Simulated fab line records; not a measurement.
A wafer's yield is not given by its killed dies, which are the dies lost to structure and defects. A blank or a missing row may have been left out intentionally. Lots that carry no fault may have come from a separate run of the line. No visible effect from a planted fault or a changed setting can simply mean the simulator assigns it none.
fab line records	flow n5-finfet	part 2 of 2: steps 5 to 6 of 6
record: lots: 21	wafers: 63	last-day: 17
route steps=1938 shown DUMMY_GATE@240 SPACER0@261 SD_EPI_N@275 SD_EPI_P@304
lots with no fault: from the same line, run without faults
start-h: hours from the record's opening day to when the first of the lot's shown wafers began	wait-h: hours since the lot's step before	" unchanged from the row above	L1.1+2: a single row standing in for several wafers	- no value, or no start given	* or withheld: withheld	< > ~ a bound
route shown NAME@n: a module of which the file shows steps, and the number in the route of the first	usual: average and standard deviation across the fault-free wafers	same: alike in all rows	chamber/n: place in a boat	sites: per-site readings	_std_site: their standard deviation	_edge_site: inner sites' mean taken away from outer sites' mean	radius-mm: how far each site lies from the wafer's centre	mask NAME#n: copy n	behind: the most recent tool/chamber to have shaped the wafer	hold: why the lot went on hold/how many hours it stayed there/how the hold came to an end	device: the transistor (n, p or np) that didn't switch	end of line: the tests these same wafers got at the end of their route	a step with no rows: only its recipe	killed: dies that structure and defects cost at the first sort, which is not the same as the wafer's yield	map: the dies of a wafer, with x for killed, . for not killed, _ for no die there
set.NAME: the run value of the setting; set.NAME@STEP: its run value at that earlier step	model.NAME: the simulator's own value behind a step, which no gauge read
route steps across a sampled set of lots; one table per step, one row per wafer
services: from which hour (start-h, from the record's first day; less than 0 if before it) a tool's chamber was out of use, for how many hours, and why
== steps ==
step: N5_SD_EPI_N_ETCH_35
recipe: chemistry: N2/H2	target: SOC	overetch-a: 1080	mask-material: SiARC	temp-c: 40	ion-energy-ev: 100	source-w: 3000	bias-w: 133	pressure-mtorr: 20	time-s: 486	n2-flow-sccm: 200	h2-flow-sccm: 200
usual: drypump-motor-current-A: 5.6/0.48	oes-product-au: 0.67/0.056	rf-fwd-power-W: 2996/9.8	rf-vpp-V: 241.3/1.2	showerhead-plenum-p-Torr: 2.58/0.077	temp-c: 40.00/0.12	throttle-valve-pct: 23.9/0.32
lot.wafer	tool	chamber	start-h	wait-h	drypump-motor-current-A	oes-product-au	rf-fwd-power-W	rf-hours-counter-h	rf-vpp-V	showerhead-plenum-p-Torr	temp-c	throttle-valve-pct
L074.1	rie-diel-06	1	48.37	0.0	6.2	0.66	3001	178	240.9	2.50	40.10	23.6
L074.3	"	0	"	"	5.7	0.73	3017	83	240.1	2.57	39.99	23.6
L074.5	"	0	"	"	5.7	0.73	2988	-	240.9	2.57	40.05	23.6
L075.2	rie-diel-04	2	57.52	0.0	4.8	0.64	2996	191	241.3	2.63	40.03	24.4
L075.4	"	2	"	"	4.8	0.65	3002	-	241.2	2.63	40.03	24.4
L075.6	"	1	"	"	5.1	0.66	2996	-	241.8	2.62	39.95	24.0
L076.2	rie-diel-05	2	64.25	0.0	6.3	0.76	2988	55	242.4	2.69	39.99	23.7
L076.4	"	1	"	"	5.2	0.66	2997	207	240.5	2.63	40.07	24.1
L076.6	"	3	"	"	5.6	0.62	2996	-	239.9	2.42	40.09	24.3
L077.1	rie-diel-06	2	69.45	0.0	6.1	0.69	2979	138	241.7	2.69	39.99	23.6
L077.2	"	1	"	"	6.2	0.66	3009	186	239.4	2.50	39.84	23.6
L077.6	"	1	"	"	6.2	0.64	3007	-	242.4	2.50	39.93	23.6
L078.1	rie-diel-05	2	74.89	0.0	6.4	0.77	2988	59	241.9	2.69	39.86	23.7
L078.4	"	3	"	"	5.6	0.63	2987	229	238.6	2.42	39.90	24.3
L078.6	"	3	"	"	5.6	0.62	2993	-	239.3	2.42	40.09	24.3
L080.1	rie-diel-04	0	85.53	0.0	5.9	0.62	3011	241	240.8	2.52	40.10	24.0
L080.5	"	1	"	"	5.1	0.65	2989	-	242.2	2.61	39.88	24.0
L080.6	"	2	"	"	4.8	0.63	2996	-	241.4	2.62	40.04	24.4
L081.1	rie-diel-05	1	93.08	0.0	5.2	0.65	2998	218	242.5	2.62	39.90	24.2
L081.5	"	0	"	"	6.0	0.69	3008	-	241.7	2.65	39.84	23.4
L081.6	"	1	"	"	5.2	0.65	3000	-	240.5	2.62	39.94	24.2
L082.1	rie-diel-06	0	98.88	0.0	5.7	0.72	3007	100	241.0	2.57	39.99	23.6
L082.3	"	1	"	"	6.2	0.64	2999	195	240.5	2.49	39.73	23.6
L082.5	"	0	"	"	5.7	0.71	2994	-	241.1	2.56	40.03	23.6
L083.1	rie-diel-05	3	103.94	0.0	5.6	0.62	2991	240	239.9	2.42	39.88	24.4
L083.2	"	1	"	"	5.2	0.65	2998	222	240.1	2.62	40.04	24.2
L083.5	"	1	"	"	5.2	0.66	3014	-	242.0	2.62	40.04	24.2
L084.1	rie-diel-04	3	110.23	0.0	5.4	0.63	2980	240	239.3	2.48	39.86	23.5
L084.3	"	1	"	"	5.1	0.65	2965	202	240.3	2.61	40.09	24.0
L084.4	"	0	"	"	5.9	0.62	3000	250	241.0	2.52	39.93	24.0
L085.1	rie-diel-06	3	118.44	0.0	5.8	0.67	3015	169	241.0	2.53	39.92	24.1
L085.2	"	1	"	"	6.1	0.64	2988	205	239.9	2.49	40.04	23.6
L085.6	"	1	"	"	6.2	0.64	2997	-	240.0	2.49	39.95	23.6
L086.1	rie-diel-04	1	125.13	0.0	5.1	0.64	2983	208	241.2	2.61	40.19	24.0
L086.3	"	2	"	"	4.8	0.63	2988	217	242.1	2.61	40.15	24.4
L086.5	"	2	"	"	4.8	0.63	2996	-	241.9	2.61	39.98	24.4
L087.1	rie-diel-05	3	128.22	0.0	5.6	0.61	2995	249	239.4	2.41	39.95	24.3
L087.2	"	2	"	"	6.3	0.75	2995	80	242.6	2.68	40.11	23.8
L087.3	"	0	"	"	6.1	0.68	3007	175	241.1	2.64	40.00	23.4
L088.3	rie-diel-05	0	133.94	0.0	6.1	0.67	3006	178	241.7	2.64	39.90	23.4
L088.5	"	2	"	"	6.3	0.74	2996	-	242.7	2.68	39.95	23.8
L088.6	"	0	"	"	6.1	0.68	3000	-	242.6	2.64	39.77	23.4
L089.1	rie-diel-04	1	139.19	0.0	5.1	0.64	2990	215	240.2	2.60	39.90	24.0
L089.2	"	2	"	"	4.8	0.63	2993	224	242.2	2.61	40.08	24.4
L089.5	"	2	"	"	4.8	0.62	2998	-	242.3	2.61	39.94	24.4
L091.1	rie-diel-04	2	151.17	0.0	4.8	0.63	3010	229	244.1	2.61	40.01	24.4
L091.2	"	0	"	"	5.9	0.88	2984	0	240.6	2.52	39.79	23.8
L091.6	"	2	"	"	4.8	0.62	3001	-	241.5	2.61	40.19	24.4
L092.1	rie-diel-05	0	157.06	0.0	6.0	0.67	2997	187	242.8	2.64	40.26	23.4
L092.2	"	3	"	"	5.6	0.84	2991	4	243.1	2.73	40.01	24.1
L092.3	"	1	"	"	5.2	0.64	2992	243	241.7	2.61	40.00	24.2
L094.2	rie-diel-06	2	170.59	0.0	6.1	0.67	3004	165	241.6	2.67	39.99	23.6
L094.3	"	1	"	"	6.1	0.63	2985	223	238.9	2.48	39.87	23.7
L094.5	"	0	"	"	5.7	0.69	3005	-	241.3	2.55	39.96	23.7
L095.1	rie-diel-06	2	176.02	0.0	6.1	0.67	2990	167	242.8	2.67	40.17	23.6
L095.3	"	1	"	"	6.2	0.63	3010	225	240.7	2.48	39.99	23.7
L095.6	"	2	"	"	6.1	0.67	2995	-	240.8	2.67	40.10	23.6
L096.2	rie-diel-06	3	182.78	0.0	5.8	0.65	3005	193	242.1	2.52	39.94	24.1
L096.3	"	2	"	"	6.1	0.67	2997	170	242.2	2.67	40.07	23.6
L096.6	"	2	"	"	6.1	0.67	2993	-	242.7	2.67	40.03	23.6
L097.1	rie-diel-05	2	185.62	0.0	6.4	0.72	2992	100	242.5	2.67	39.93	23.8
L097.3	"	3	"	"	5.6	0.82	3005	13	240.2	2.73	40.05	24.1
L097.6	"	3	"	"	5.6	0.82	2994	-	242.3	2.73	40.10	24.1
step: N5_SD_EPI_P_OVL_MEAS_10
recipe: points-per-wafer: 44
usual: SD_P_BLK_OVL: -0.2/0.74
same: points-per-wafer: 44
lot.wafer	tool	chamber	start-h	wait-h	SD_P_BLK_OVL[nm]
L074.1	overlay-01	0	52.57	0.0	-0.5
L074.3	"	0	"	"	-2.2
L074.5	"	0	"	"	-0.8
L075.2	overlay-01	0	62.55	0.0	-0.5
L075.4	"	0	"	"	0.0
L075.6	"	0	"	"	-0.2
L076.2	overlay-01	0	68.55	0.0	0.1
L076.4	"	0	"	"	1.1
L076.6	"	0	"	"	-0.6
L077.1	overlay-01	0	74.10	0.1	-0.8
L077.2	"	0	"	"	-2.0
L077.6	"	0	"	"	-1.5
L078.1	overlay-02	0	80.76	0.0	-0.4
L078.4	"	0	"	"	-0.2
L078.6	"	0	"	"	-1.5
L080.1	overlay-01	0	89.96	0.0	0.8
L080.5	"	0	"	"	0.5
L080.6	"	0	"	"	-0.2
L081.1	overlay-02	0	97.61	0.0	0.0
L081.5	"	0	"	"	-0.4
L081.6	"	0	"	"	0.4
L082.1	overlay-02	0	103.04	0.0	-0.1
L082.3	"	0	"	"	-1.1
L082.5	"	0	"	"	-0.2
L083.1	overlay-02	0	108.10	0.0	-0.2
L083.2	"	0	"	"	0.6
L083.5	"	0	"	"	-0.1
L084.1	overlay-01	0	114.57	0.0	0.4
L084.3	"	0	"	"	0.3
L084.4	"	0	"	"	-1.2
L085.1	overlay-02	0	122.72	0.0	0.0
L085.2	"	0	"	"	-0.8
L085.6	"	0	"	"	-0.7
L086.1	overlay-02	0	129.45	0.0	0.9
L086.3	"	0	"	"	0.9
L086.5	"	0	"	"	0.3
L087.1	overlay-01	0	132.50	0.0	0.1
L087.2	"	0	"	"	0.2
L087.3	"	0	"	"	0.4
L088.3	overlay-02	0	138.27	0.0	-0.2
L088.5	"	0	"	"	-0.9
L088.6	"	0	"	"	-0.9
L089.1	overlay-01	0	144.57	0.0	0.4
L089.2	"	0	"	"	0.2
L089.5	"	0	"	"	-0.3
L091.1	overlay-02	0	156.21	0.0	-1.6
L091.2	"	0	"	"	-0.4
L091.6	"	0	"	"	-0.5
L092.1	overlay-01	0	161.35	0.0	0.7
L092.2	"	0	"	"	0.2
L092.3	"	0	"	"	-1.0
L094.2	overlay-01	0	174.87	0.0	1.1
L094.3	"	0	"	"	0.9
L094.5	"	0	"	"	-0.1
L095.1	overlay-02	0	180.56	0.0	-0.2
L095.3	"	0	"	"	-1.0
L095.6	"	0	"	"	-0.2
L096.2	overlay-02	0	187.91	0.0	0.7
L096.3	"	0	"	"	1.1
L096.6	"	0	"	"	-0.1
L097.1	overlay-01	0	189.98	0.0	0.3
L097.3	"	0	"	"	0.9
L097.6	"	0	"	"	0.1
== services ==
tool	chamber	start-h	hours	kind
rie-si-01	0	24.08	8.2	repair
rie-diel-05	-	32.25	0.4	repair
rie-diel-01	0	35.44	40.3	repair
rie-si-06	1	39.84	10.2	repair
rie-diel-01	3	44.23	9.5	repair
rie-diel-01	2	53.35	6.5	repair
rie-si-02	-	53.90	4.3	repair
rie-si-06	0	54.70	11.8	repair
rie-diel-04	0	55.45	12.6	repair
rie-si-02	1	58.64	-	clean
rie-si-02	1	58.64	18.7	scheduled-down
rie-si-01	2	66.03	18.4	repair
rie-si-06	1	78.56	15.7	repair
rie-diel-06	1	80.31	8.1	repair
rie-diel-06	0	81.71	7.0	repair
rie-diel-06	3	86.99	2.4	repair
rie-diel-06	2	88.53	27.7	repair
rie-si-02	-	89.12	0.6	repair
rie-diel-01	2	96.68	7.6	repair
rie-si-01	-	124.96	15.6	pm
rie-diel-01	0	137.19	2.4	repair
rie-si-01	2	147.21	3.1	repair
rie-si-02	0	151.61	12.7	repair
rie-diel-01	3	176.74	8.3	repair
